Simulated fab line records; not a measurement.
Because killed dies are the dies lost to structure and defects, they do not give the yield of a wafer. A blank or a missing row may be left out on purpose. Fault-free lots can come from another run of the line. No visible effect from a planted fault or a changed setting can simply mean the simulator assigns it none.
Matching of chambers / flow nand-harc / NHARC_A_CHANNEL_FILL_D2_CMP_10 on cmp-02: 4 sister chambers
The step polishes, target thk 150 nm. 8 wafers are shown with their chamber, then 9 later ones without.

== WAFERS PAIRED WITH THEIR CHAMBERS ==
wafer=L077.2; chamber=0; motor-current-A (A)=11.7; time-to-endpoint-s (s)=17.2
wafer=L078.2; chamber=1; motor-current-A (A)=12.4; time-to-endpoint-s (s)=15.5
wafer=L080.4; chamber=0; motor-current-A (A)=11.7; time-to-endpoint-s (s)=20.3
wafer=L085.2; chamber=3; motor-current-A (A)=12.6; time-to-endpoint-s (s)=16.2
wafer=L085.6; chamber=2; motor-current-A (A)=12.8; time-to-endpoint-s (s)=14.8
wafer=L086.2; chamber=1; motor-current-A (A)=11.8; time-to-endpoint-s (s)=17.4
wafer=L086.3; chamber=2; motor-current-A (A)=13.2; time-to-endpoint-s (s)=16.0
wafer=L086.5; chamber=3; motor-current-A (A)=12.2; time-to-endpoint-s (s)=16.0

== WAFERS MISSING THEIR CHAMBER ==
wafer=L088.1; motor-current-A (A)=11.6; time-to-endpoint-s (s)=11.2
wafer=L088.4; motor-current-A (A)=12.0; time-to-endpoint-s (s)=12.9
wafer=L088.5; motor-current-A (A)=12.0; time-to-endpoint-s (s)=11.2
wafer=L090.2; motor-current-A (A)=11.7; time-to-endpoint-s (s)=11.7
wafer=L090.3; motor-current-A (A)=13.7; time-to-endpoint-s (s)=10.1
wafer=L090.6; motor-current-A (A)=13.4; time-to-endpoint-s (s)=13.4
wafer=L097.3; motor-current-A (A)=11.6; time-to-endpoint-s (s)=19.1
wafer=L097.5; motor-current-A (A)=11.9; time-to-endpoint-s (s)=17.4
wafer=L097.6; motor-current-A (A)=13.0; time-to-endpoint-s (s)=15.9

== CHAMBER TAKEN BY EACH ==
wafer=L088.1; from the rows above=can't be placed: 1 or 3 or 0 or 2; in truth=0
wafer=L088.4; from the rows above=can't be placed: 1 or 3 or 2 or 0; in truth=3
wafer=L088.5; from the rows above=can't be placed: 3 or 1 or 2 or 0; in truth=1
wafer=L090.2; from the rows above=can't be placed: 1 or 3 or 0 or 2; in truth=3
wafer=L090.3; from the rows above=can't be placed: 2 or 3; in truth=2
wafer=L090.6; from the rows above=can't be placed: 2 or 3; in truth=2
wafer=L097.3; from the rows above=0; in truth=0
wafer=L097.5; from the rows above=can't be placed: 1 or 0 or 3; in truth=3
wafer=L097.6; from the rows above=can't be placed: 2 or 3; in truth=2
Correct placement for 1 of the 9. Not placeable from these rows: 8 (in 8, the candidates include the true chamber). Placed wrongly: 0.
How it was worked out, from the rows above alone: a wafer's distance from a chamber is the root of the sum, over the readings, of the square of ((its reading less the chamber's mean) divided by the reading's scatter). The wafer belongs to the nearest chamber; if the next one is less than 2 further off, it can't be placed. For every chamber, the mean is computed from those of its wafers that are shown. The scatter: the root of (the sum of the squares of (reading less its chamber's mean) over the shown wafers, divided by (wafers less chambers)).
